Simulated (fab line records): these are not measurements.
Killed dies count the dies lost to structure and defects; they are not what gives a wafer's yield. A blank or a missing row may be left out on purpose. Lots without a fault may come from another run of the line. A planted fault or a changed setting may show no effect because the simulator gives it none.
Which tool was responsible? || flow n5-finfet || 9 lots, 27 wafers sampled, at 6 steps of a route of 1938

WHAT THE GAUGES SHOWED, per wafer
N5_BEOL_M0_SAQP_CD_MEAS_14: the cd target is 42.5 nm. Usual: 42.5 nm for cd-nm, sd 0.34.
{"lot": "L331", "measured": "day 5 23:59", "on": "cd-sem-03", "cd-nm (nm)": "42.6 42.7 42.0", "flag": ""}
{"lot": "L333", "measured": "day 6 11:44", "on": "cd-sem-03", "cd-nm (nm)": "42.4 42.2 42.5", "flag": ""}
{"lot": "L334", "measured": "day 6 16:56", "on": "cd-sem-03", "cd-nm (nm)": "42.5 43.2 42.3", "flag": ""}
{"lot": "L337", "measured": "day 7 10:51", "on": "cd-sem-02", "cd-nm (nm)": "42.2 42.4 41.4", "flag": ""}
{"lot": "L338", "measured": "day 7 17:44", "on": "cd-sem-02", "cd-nm (nm)": "42.7 41.1 41.5", "flag": ""}
{"lot": "L347", "measured": "day 10 02:09", "on": "cd-sem-02", "cd-nm (nm)": "42.5 42.1 42.5", "flag": ""}
{"lot": "L348", "measured": "day 10 15:05", "on": "cd-sem-03", "cd-nm (nm)": "42.8 42.4 42.8", "flag": ""}
{"lot": "L349", "measured": "day 10 16:36", "on": "cd-sem-02", "cd-nm (nm)": "42.1 42.3 42.3", "flag": ""}
{"lot": "L351", "measured": "day 11 05:43", "on": "cd-sem-03", "cd-nm (nm)": "42.0 42.6 42.7", "flag": ""}

N5_BEOL_M0_SAQP_OVL_MEAS_15. Usual: M0_CORE_OVL gives -0.3 nm (standard deviation 0.83).
{"lot": "L331", "measured": "day 6 00:01", "on": "overlay-01", "M0_CORE_OVL (nm)": "0.3 -0.5 1.1", "flag": ""}
{"lot": "L333", "measured": "day 6 11:46", "on": "overlay-01", "M0_CORE_OVL (nm)": "-1.4 -1.8 -1.0", "flag": ""}
{"lot": "L334", "measured": "day 6 16:58", "on": "overlay-02", "M0_CORE_OVL (nm)": "-0.2 -0.5 -0.9", "flag": ""}
{"lot": "L337", "measured": "day 7 10:53", "on": "overlay-02", "M0_CORE_OVL (nm)": "-0.4 -0.1 -1.3", "flag": ""}
{"lot": "L338", "measured": "day 7 17:46", "on": "overlay-01", "M0_CORE_OVL (nm)": "0.1 0.6 -0.1", "flag": ""}
{"lot": "L347", "measured": "day 10 02:11", "on": "overlay-02", "M0_CORE_OVL (nm)": "-0.6 0.4 -0.2", "flag": ""}
{"lot": "L348", "measured": "day 10 15:07", "on": "overlay-02", "M0_CORE_OVL (nm)": "0.4 0.3 0.1", "flag": ""}
{"lot": "L349", "measured": "day 10 16:38", "on": "overlay-01", "M0_CORE_OVL (nm)": "-1.3 -1.6 -1.0", "flag": ""}
{"lot": "L351", "measured": "day 11 05:44", "on": "overlay-01", "M0_CORE_OVL (nm)": "1.4 0.3 0.1", "flag": ""}

N5_BEOL_M4_RC_MEAS_101. Usual: DIBL_N 36.2 mV/V, standard deviation 1.7; DIBL_P 36.6 mV/V, standard deviation 1.9; IOFF_N 0.16 nA/um, standard deviation 0.032; IOFF_P 0.21 nA/um, standard deviation 0.037; ION_N 675 uA/um, standard deviation 12; ION_P 460 uA/um, standard deviation 8.1; SS_N 71.4 mV/dec, standard deviation 0.58; SS_P 73.4 mV/dec, standard deviation 0.64; VT_N 249 mV, standard deviation 3.2; VT_P -252 mV, standard deviation 3.4.
{"lot": "L331", "measured": "day 8 10:26", "on": "prober-01", "DIBL_N (mV/V)": "38.3 40.0 36.8", "DIBL_P (mV/V)": "38.3 40.5 37.0", "IOFF_N (nA/um)": "0.19 0.24 0.18", "IOFF_P (nA/um)": "0.26 0.31 0.24", "ION_N (uA/um)": "684 685 685", "ION_P (uA/um)": "460 469 466", "SS_N (mV/dec)": "71.3 72.7 71.6", "SS_P (mV/dec)": "74.0 74.1 73.1", "VT_N (mV)": "246 244 247", "VT_P (mV)": "-247 -242 -246", "flag": ""}
{"lot": "L333", "measured": "day 9 00:46", "on": "prober-02", "DIBL_N (mV/V)": "37.4 35.3 36.7", "DIBL_P (mV/V)": "37.4 34.8 36.8", "IOFF_N (nA/um)": "0.19 0.14 0.18", "IOFF_P (nA/um)": "0.21 0.17 0.20", "ION_N (uA/um)": "688 669 664", "ION_P (uA/um)": "468 454 457", "SS_N (mV/dec)": "71.5 71.3 72.4", "SS_P (mV/dec)": "73.3 73.3 73.7", "VT_N (mV)": "247 253 249", "VT_P (mV)": "-251 -255 -252", "flag": ""}
{"lot": "L334", "measured": "day 9 02:31", "on": "prober-02", "DIBL_N (mV/V)": "37.4 34.8 35.5", "DIBL_P (mV/V)": "38.4 34.5 35.5", "IOFF_N (nA/um)": "0.18 0.13 0.15", "IOFF_P (nA/um)": "0.23 0.16 0.18", "ION_N (uA/um)": "679 674 671", "ION_P (uA/um)": "467 461 458", "SS_N (mV/dec)": "71.6 70.8 70.8", "SS_P (mV/dec)": "74.6 73.0 73.6", "VT_N (mV)": "249 251 251", "VT_P (mV)": "-246 -251 -253", "flag": ""}
{"lot": "L337", "measured": "day 9 11:06", "on": "prober-01", "DIBL_N (mV/V)": "39.4 39.1 38.0", "DIBL_P (mV/V)": "39.6 39.7 38.2", "IOFF_N (nA/um)": "0.27 0.25 0.23", "IOFF_P (nA/um)": "0.30 0.30 0.27", "ION_N (uA/um)": "700 697 697", "ION_P (uA/um)": "471 473 471", "SS_N (mV/dec)": "72.8 71.7 71.8", "SS_P (mV/dec)": "74.4 74.9 73.8", "VT_N (mV)": "242 241 242", "VT_P (mV)": "-245 -244 -250", "flag": ""}
{"lot": "L338", "measured": "day 9 16:11", "on": "prober-02", "DIBL_N (mV/V)": "35.6 33.9 34.7", "DIBL_P (mV/V)": "36.2 33.8 35.1", "IOFF_N (nA/um)": "0.16 0.12 0.14", "IOFF_P (nA/um)": "0.19 0.15 0.17", "ION_N (uA/um)": "684 671 676", "ION_P (uA/um)": "463 455 463", "SS_N (mV/dec)": "71.6 71.2 71.1", "SS_P (mV/dec)": "73.1 73.2 73.2", "VT_N (mV)": "248 253 249", "VT_P (mV)": "-250 -254 -253", "flag": ""}
{"lot": "L347", "measured": "day 12 03:40", "on": "prober-01", "DIBL_N (mV/V)": "34.6 36.3 36.0", "DIBL_P (mV/V)": "34.0 37.4 36.6", "IOFF_N (nA/um)": "0.14 0.16 0.15", "IOFF_P (nA/um)": "0.15 0.19 0.17", "ION_N (uA/um)": "679 667 680", "ION_P (uA/um)": "461 451 455", "SS_N (mV/dec)": "70.6 71.6 72.1", "SS_P (mV/dec)": "73.0 73.7 73.5", "VT_N (mV)": "249 250 250", "VT_P (mV)": "-256 -254 -256", "flag": ""}
{"lot": "L348", "measured": "day 12 18:07", "on": "prober-02", "DIBL_N (mV/V)": "36.1 34.3 35.9", "DIBL_P (mV/V)": "38.3 35.7 37.9", "IOFF_N (nA/um)": "0.17 0.14 0.17", "IOFF_P (nA/um)": "0.23 0.19 0.22", "ION_N (uA/um)": "681 670 683", "ION_P (uA/um)": "468 466 465", "SS_N (mV/dec)": "71.4 70.0 70.7", "SS_P (mV/dec)": "73.1 73.2 73.0", "VT_N (mV)": "244 251 248", "VT_P (mV)": "-250 -252 -250", "flag": ""}
{"lot": "L349", "measured": "day 12 22:44", "on": "prober-02", "DIBL_N (mV/V)": "36.8 36.7 37.9", "DIBL_P (mV/V)": "36.1 35.8 37.3", "IOFF_N (nA/um)": "0.13 0.15 0.15", "IOFF_P (nA/um)": "0.19 0.18 0.20", "ION_N (uA/um)": "656 683 671", "ION_P (uA/um)": "448 457 461", "SS_N (mV/dec)": "71.4 71.7 71.1", "SS_P (mV/dec)": "72.4 72.7 73.7", "VT_N (mV)": "253 252 250", "VT_P (mV)": "-255 -256 -252", "flag": ""}
{"lot": "L351", "measured": "day 13 07:38", "on": "prober-01", "DIBL_N (mV/V)": "38.3 37.1 36.5", "DIBL_P (mV/V)": "39.7 37.1 36.0", "IOFF_N (nA/um)": "0.20 0.18 0.17", "IOFF_P (nA/um)": "0.26 0.22 0.21", "ION_N (uA/um)": "692 682 682", "ION_P (uA/um)": "470 466 466", "SS_N (mV/dec)": "71.9 71.8 71.2", "SS_P (mV/dec)": "74.3 74.0 73.5", "VT_N (mV)": "247 248 248", "VT_P (mV)": "-247 -251 -250", "flag": ""}

TOOL THAT RAN EACH LOT (tool first, then ch and the chambers of the sampled wafers, then the start)
{"lot": "L331", "N5_BEOL_M0_SAQP_PECVD_97": "pecvd-04 ch 0,1,2, day 5 23:29", "N5_BEOL_M0_SAQP_DEVELOP_13": "litho-track-01 ch 0, day 5 23:56", "N5_BEOL_M0_SAQP_DESCUM_19": "rie-diel-03 ch 0,1, day 6 00:05"}
{"lot": "L333", "N5_BEOL_M0_SAQP_PECVD_97": "pecvd-01 ch 0,1,2, day 6 11:07", "N5_BEOL_M0_SAQP_DEVELOP_13": "litho-track-01 ch 0, day 6 11:40", "N5_BEOL_M0_SAQP_DESCUM_19": "rie-diel-02 ch 0,1,2, day 6 11:49"}
{"lot": "L334", "N5_BEOL_M0_SAQP_PECVD_97": "pecvd-01 ch 0,1,2, day 6 16:23", "N5_BEOL_M0_SAQP_DEVELOP_13": "litho-track-02 ch 0, day 6 16:53", "N5_BEOL_M0_SAQP_DESCUM_19": "rie-diel-03 ch 0,1,3, day 6 17:08"}
{"lot": "L337", "N5_BEOL_M0_SAQP_PECVD_97": "pecvd-01 ch 0,2, day 7 10:20", "N5_BEOL_M0_SAQP_DEVELOP_13": "litho-track-01 ch 0, day 7 10:47", "N5_BEOL_M0_SAQP_DESCUM_19": "rie-diel-03 ch 0,1,3, day 7 10:56"}
{"lot": "L338", "N5_BEOL_M0_SAQP_PECVD_97": "pecvd-01 ch 0,2, day 7 17:07", "N5_BEOL_M0_SAQP_DEVELOP_13": "litho-track-01 ch 0, day 7 17:41", "N5_BEOL_M0_SAQP_DESCUM_19": "rie-diel-02 ch 1,2, day 7 17:50"}
{"lot": "L347", "N5_BEOL_M0_SAQP_PECVD_97": "pecvd-01 ch 1,2, day 10 01:30", "N5_BEOL_M0_SAQP_DEVELOP_13": "litho-track-02 ch 0, day 10 02:06", "N5_BEOL_M0_SAQP_DESCUM_19": "rie-diel-03 ch 1,2,3, day 10 02:16"}
{"lot": "L348", "N5_BEOL_M0_SAQP_PECVD_97": "pecvd-01 ch 0,1,2, day 10 14:34", "N5_BEOL_M0_SAQP_DEVELOP_13": "litho-track-02 ch 0, day 10 15:01", "N5_BEOL_M0_SAQP_DESCUM_19": "rie-diel-02 ch 0,1, day 10 15:10"}
{"lot": "L349", "N5_BEOL_M0_SAQP_PECVD_97": "pecvd-04 ch 0,1,2, day 10 15:59", "N5_BEOL_M0_SAQP_DEVELOP_13": "litho-track-01 ch 0, day 10 16:33", "N5_BEOL_M0_SAQP_DESCUM_19": "rie-diel-02 ch 1,2, day 10 16:52"}
{"lot": "L351", "N5_BEOL_M0_SAQP_PECVD_97": "pecvd-02 ch 1,2, day 11 04:20", "N5_BEOL_M0_SAQP_DEVELOP_13": "litho-track-01 ch 0, day 11 05:39", "N5_BEOL_M0_SAQP_DESCUM_19": "rie-diel-01 ch 1,2, day 11 06:16"}
- N5_BEOL_M0_SAQP_PECVD_97: deposits SiNx from SiH4/NH3/N2, target thk 23 nm, time 19.9 s.
- N5_BEOL_M0_SAQP_DEVELOP_13: develop time 30 s.
- N5_BEOL_M0_SAQP_DESCUM_19: chemistry O2, time 7.9 s.

AS READ BY THE TOOLS THEMSELVES (means over the sampled wafers that have a number; for cases with no such wafer, the mark the record gives instead)
N5_BEOL_M0_SAQP_PECVD_97. Usual: heater-power-w 548 W, standard deviation 64; showerhead-plenum-p-Torr 5.13 Torr, standard deviation 0.057; susceptor-temp-C 349.99 C, standard deviation 0.21; throttle-valve-pct 39.5 %, standard deviation 1.4.
{"lot": "L331", "tool": "pecvd-04", "heater-power-w (W)": 572, "showerhead-plenum-p-Torr (Torr)": 5.15, "susceptor-temp-C (C)": 349.99, "throttle-valve-pct (%)": 38.9, "flag": ""}
{"lot": "L333", "tool": "pecvd-01", "heater-power-w (W)": 501, "showerhead-plenum-p-Torr (Torr)": 5.11, "susceptor-temp-C (C)": 350.06, "throttle-valve-pct (%)": 40.1, "flag": ""}
{"lot": "L334", "tool": "pecvd-01", "heater-power-w (W)": 546, "showerhead-plenum-p-Torr (Torr)": 5.11, "susceptor-temp-C (C)": 350.14, "throttle-valve-pct (%)": 39.9, "flag": ""}
{"lot": "L337", "tool": "pecvd-01", "heater-power-w (W)": 480, "showerhead-plenum-p-Torr (Torr)": 5.12, "susceptor-temp-C (C)": 349.85, "throttle-valve-pct (%)": 39.4, "flag": ""}
{"lot": "L338", "tool": "pecvd-01", "heater-power-w (W)": 468, "showerhead-plenum-p-Torr (Torr)": 5.13, "susceptor-temp-C (C)": 350.19, "throttle-valve-pct (%)": 39.1, "flag": ""}
{"lot": "L347", "tool": "pecvd-01", "heater-power-w (W)": 598, "showerhead-plenum-p-Torr (Torr)": 5.10, "susceptor-temp-C (C)": 349.98, "throttle-valve-pct (%)": 40.8, "flag": ""}
{"lot": "L348", "tool": "pecvd-01", "heater-power-w (W)": 529, "showerhead-plenum-p-Torr (Torr)": 5.11, "susceptor-temp-C (C)": 349.79, "throttle-valve-pct (%)": 40.2, "flag": ""}
{"lot": "L349", "tool": "pecvd-04", "heater-power-w (W)": 520, "showerhead-plenum-p-Torr (Torr)": 5.15, "susceptor-temp-C (C)": 350.18, "throttle-valve-pct (%)": 39.0, "flag": ""}
{"lot": "L351", "tool": "pecvd-02", "heater-power-w (W)": 575, "showerhead-plenum-p-Torr (Torr)": 5.12, "susceptor-temp-C (C)": 349.84, "throttle-valve-pct (%)": 39.9, "flag": ""}

N5_BEOL_M0_SAQP_DEVELOP_13. Usual: 45.2 Pa for exhaust-pa, sd 0.86.
{"lot": "L331", "tool": "litho-track-01", "exhaust-pa (Pa)": 46.2, "flag": ""}
{"lot": "L333", "tool": "litho-track-01", "exhaust-pa (Pa)": 45.1, "flag": ""}
{"lot": "L334", "tool": "litho-track-02", "exhaust-pa (Pa)": 46.3, "flag": ""}
{"lot": "L337", "tool": "litho-track-01", "exhaust-pa (Pa)": 45.1, "flag": ""}
{"lot": "L338", "tool": "litho-track-01", "exhaust-pa (Pa)": 45.1, "flag": ""}
{"lot": "L347", "tool": "litho-track-02", "exhaust-pa (Pa)": 45.8, "flag": ""}
{"lot": "L348", "tool": "litho-track-02", "exhaust-pa (Pa)": 45.2, "flag": ""}
{"lot": "L349", "tool": "litho-track-01", "exhaust-pa (Pa)": 44.2, "flag": ""}
{"lot": "L351", "tool": "litho-track-01", "exhaust-pa (Pa)": 45.4, "flag": ""}

N5_BEOL_M0_SAQP_DESCUM_19. Usual: drypump-motor-current-A 5.9 A, standard deviation 0.48; oes-product-au 0.78 a.u., standard deviation 0.086; rf-vpp-V 243.8 V, standard deviation 1.1; showerhead-plenum-p-Torr 2.14 Torr, standard deviation 0.062; throttle-valve-pct 20.38 %, standard deviation 0.18.
{"lot": "L331", "tool": "rie-diel-03", "drypump-motor-current-A (A)": 6.5, "oes-product-au (a.u.)": 0.78, "rf-vpp-V (V)": 243.6, "showerhead-plenum-p-Torr (Torr)": 2.14, "throttle-valve-pct (%)": 20.44, "flag": ""}
{"lot": "L333", "tool": "rie-diel-02", "drypump-motor-current-A (A)": 5.8, "oes-product-au (a.u.)": 0.73, "rf-vpp-V (V)": 243.1, "showerhead-plenum-p-Torr (Torr)": 2.12, "throttle-valve-pct (%)": 20.45, "flag": ""}
{"lot": "L334", "tool": "rie-diel-03", "drypump-motor-current-A (A)": 6.2, "oes-product-au (a.u.)": 0.75, "rf-vpp-V (V)": 244.2, "showerhead-plenum-p-Torr (Torr)": 2.15, "throttle-valve-pct (%)": 20.50, "flag": ""}
{"lot": "L337", "tool": "rie-diel-03", "drypump-motor-current-A (A)": 6.2, "oes-product-au (a.u.)": 0.75, "rf-vpp-V (V)": 244.2, "showerhead-plenum-p-Torr (Torr)": 2.15, "throttle-valve-pct (%)": 20.51, "flag": ""}
{"lot": "L338", "tool": "rie-diel-02", "drypump-motor-current-A (A)": 6.2, "oes-product-au (a.u.)": 0.73, "rf-vpp-V (V)": 242.6, "showerhead-plenum-p-Torr (Torr)": 2.08, "throttle-valve-pct (%)": 20.45, "flag": ""}
{"lot": "L347", "tool": "rie-diel-03", "drypump-motor-current-A (A)": 5.6, "oes-product-au (a.u.)": 0.78, "rf-vpp-V (V)": 243.4, "showerhead-plenum-p-Torr (Torr)": 2.12, "throttle-valve-pct (%)": 20.39, "flag": ""}
{"lot": "L348", "tool": "rie-diel-02", "drypump-motor-current-A (A)": 5.5, "oes-product-au (a.u.)": 0.72, "rf-vpp-V (V)": 243.4, "showerhead-plenum-p-Torr (Torr)": 2.12, "throttle-valve-pct (%)": 20.40, "flag": ""}
{"lot": "L349", "tool": "rie-diel-02", "drypump-motor-current-A (A)": 6.0, "oes-product-au (a.u.)": 0.72, "rf-vpp-V (V)": 243.7, "showerhead-plenum-p-Torr (Torr)": 2.09, "throttle-valve-pct (%)": 20.39, "flag": ""}
{"lot": "L351", "tool": "rie-diel-01", "drypump-motor-current-A (A)": 5.8, "oes-product-au (a.u.)": 0.75, "rf-vpp-V (V)": 244.8, "showerhead-plenum-p-Torr (Torr)": 2.18, "throttle-valve-pct (%)": 20.24, "flag": ""}

THE ANSWER, worked out from the rows above alone
Rule: lot off if the mean of its wafers having a number is beyond 3 standard deviations from the usual mean. Also off: a lot with no number at a reading for which 4 or more lots have one. Any other lot the step has rows for is counted as sound. The gauges are gone through in route order, then the tools' own readings, and for those a lot's mean is taken as printed above. At the first step where some lot is off, the reading lying furthest off is the one used; lots without a number count as furthest.
None of the lots is off at any reading shown; this tells nothing.

WHAT WAS PUT IN BY THE SIMULATOR
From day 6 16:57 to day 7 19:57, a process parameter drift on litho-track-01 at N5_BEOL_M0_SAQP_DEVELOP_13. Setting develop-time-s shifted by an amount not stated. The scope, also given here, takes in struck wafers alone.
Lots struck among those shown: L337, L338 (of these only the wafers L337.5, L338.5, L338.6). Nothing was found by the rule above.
